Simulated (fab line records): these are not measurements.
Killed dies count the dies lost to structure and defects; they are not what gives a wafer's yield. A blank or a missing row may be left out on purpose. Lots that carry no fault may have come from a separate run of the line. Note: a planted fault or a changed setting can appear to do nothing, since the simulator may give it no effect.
Problem report, 8D (eight disciplines) form, completed by code + flow nand harc + the parts of the form that need people (team, actions taken, sign-off) are left out

1. THE PROBLEM
Mean of thk nm at NHARC_A_ONON_D2_THK_MEAS_21: 919 nm across 4 wafers in 3 lots; on wafers with no fault it is 997 nm (standard deviation 6.8). Relative to the usual mean, that is a shift of -11 standard deviations.
The step: measures by ellipsometry.
Earliest sighting: wafer L695.5 on film metro-02 at day 17 12:20. The record has a number at this step for 40 wafers belonging to 14 lots. The rule behind "out" and "out of limits": a value lying over 4 standard deviations away from the usual mean. All remaining wafers that have a number are taken as sound.

2. WHAT IT IS AND WHAT IT IS NOT
| question                    | is                             | is not                                                                                                         |
|-----------------------------|--------------------------------|----------------------------------------------------------------------------------------------------------------|
| which readings at this step | thk nm                         | -                                                                                                              |
| which lots                  | L695, L696, L705               | L690, L691, L692, L694, L699, L707, L708, L710, L711, L712, L713                                               |
| which wafers of those lots  | L695.5, L696.5, L705.5, L705.6 | L695.3, L696.2, L696.4                                                                                         |
| read on which gauges        | film metro-01, film metro-02   | -                                                                                                              |
| when                        | from day 17 12:20              | up to then (13 sound wafers); but 23 sound wafers of L696, L699, L707, L708, L710, L711, L712, L713 came after |

3. WHAT RULES OUT EACH SUSPECT
Counting: if a tool at a process step up to the reading ran every lot that is out, it stays a suspect. Sound lots after the first of them don't rule it out here, since some wafers of a struck lot are sound.
- the gauge at NHARC_A_ONON_D2_THK_MEAS_21 is ruled out. Those wafers that are out were read across 2 gauges (film metro-01, film metro-02).
- pecvd onon-04 at NHARC_A_ONON_D2_DEP_19 (target thk 1000 nm): kept. It ran every lot that is out, first L695 (day 17 11:56); its last sound lot up to then is L692 (day 13 05:04).
Remaining after the count: pecvd onon-04 at NHARC_A_ONON_D2_DEP_19.

4. THE CAUSE (what the simulator had put in)
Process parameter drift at NHARC_A_ONON_D2_DEP_19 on pecvd onon-04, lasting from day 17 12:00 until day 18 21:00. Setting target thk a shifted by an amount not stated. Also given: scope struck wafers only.
This tool alone remained once counting was done.

5. THE EFFECT CHAIN, in route order
Rows list readings where the struck wafers' mean (over those with a number) sits beyond 3 standard deviations from the usual. Scope: only readings with a usual standard deviation given in the record; hours: median across lots of the time from each lot's start at the first step in this table that gives one to its start at this step; sigmas: change in usual standard deviations.
| hours | step                        | reading         | usual  | on struck wafers | change | sigmas |
|-------|-----------------------------|-----------------|--------|------------------|--------|--------|
| 0     | NHARC_A_ONON_D2_THK_MEAS_21 | thk nm          | 997 nm | 919              | -78    | -11    |
| 312   | NHARC_END_SORT_01           | killed at array | 54     | 672              | +618   | +34    |
| 312   | NHARC_END_SORT_01           | killed dies     | 59     | 677              | +618   | +34    |

6. WHAT WOULD HAVE CAUGHT IT SOONER
The first out-of-limits reading at a measuring or inspecting step in this record came at day 17 12:20, 0 hours after the fault's start at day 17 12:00.
Tool readings at NHARC_A_ONON_D2_DEP_19 with a usual standard deviation given in the record: none out on any struck wafer, hence no alarm at a limit of 4 standard deviations on them.
Among the 3 lots that are out, L705 began NHARC_A_ONON_D2_DEP_19 on pecvd onon-04 after day 17 12:20. It would have been spared by a hold on the tool at that moment.
